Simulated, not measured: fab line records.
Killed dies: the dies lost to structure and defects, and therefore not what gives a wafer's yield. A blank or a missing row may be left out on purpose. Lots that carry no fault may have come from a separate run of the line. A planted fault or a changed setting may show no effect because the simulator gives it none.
Chamber matching / flow nand-harc / NHARC_A_STAIRCASE_DEP_151 on pecvd-03: 3 sister chambers
The step deposits SiO2, target thk 3800 nm. 6 wafers are shown with their chamber, then 8 later ones without.

== WAFERS WITH THEIR CHAMBER ==
wafer=L082.6; chamber=2; heater-power-w (W)=712
wafer=L086.4; chamber=1; heater-power-w (W)=560
wafer=L085.1; chamber=2; heater-power-w (W)=859
wafer=L085.3; chamber=0; heater-power-w (W)=706
wafer=L085.5; chamber=0; heater-power-w (W)=630
wafer=L089.3; chamber=1; heater-power-w (W)=641

== WAFERS WITH NO CHAMBER GIVEN ==
wafer=L089.4; heater-power-w (W)=698
wafer=L089.5; heater-power-w (W)=613
wafer=L094.1; heater-power-w (W)=838
wafer=L094.2; heater-power-w (W)=690
wafer=L094.5; heater-power-w (W)=715
wafer=L094.3; heater-power-w (W)=633
wafer=L094.4; heater-power-w (W)=555
wafer=L094.6; heater-power-w (W)=610

== CHAMBER TAKEN BY EACH ==
wafer=L089.4; from the rows above=can't be placed: 0 or 2 or 1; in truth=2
wafer=L089.5; from the rows above=can't be placed: 1 or 0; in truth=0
wafer=L094.1; from the rows above=can't be placed: 2 or 0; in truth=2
wafer=L094.2; from the rows above=can't be placed: 0 or 1 or 2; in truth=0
wafer=L094.5; from the rows above=can't be placed: 0 or 2 or 1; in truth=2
wafer=L094.3; from the rows above=can't be placed: 1 or 0 or 2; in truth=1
wafer=L094.4; from the rows above=can't be placed: 1 or 0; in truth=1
wafer=L094.6; from the rows above=can't be placed: 1 or 0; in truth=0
Placed correctly: 0 of 8. Cannot be placed on the basis of these rows: 8; the candidates contain the true chamber in 8. Placed wrongly: 0.
How it was worked out, from the rows above alone: a wafer's distance from a chamber is the root of the sum, over the readings, of the square of ((its reading less the chamber's mean) divided by the reading's scatter). If the next closest chamber is less than 2 further off than the closest, the wafer can't be placed; otherwise it belongs to the closest. Each chamber's mean is taken over the wafers shown for it. The scatter: the root of (the sum of the squares of (reading less its chamber's mean) over the shown wafers, divided by (wafers less chambers)).
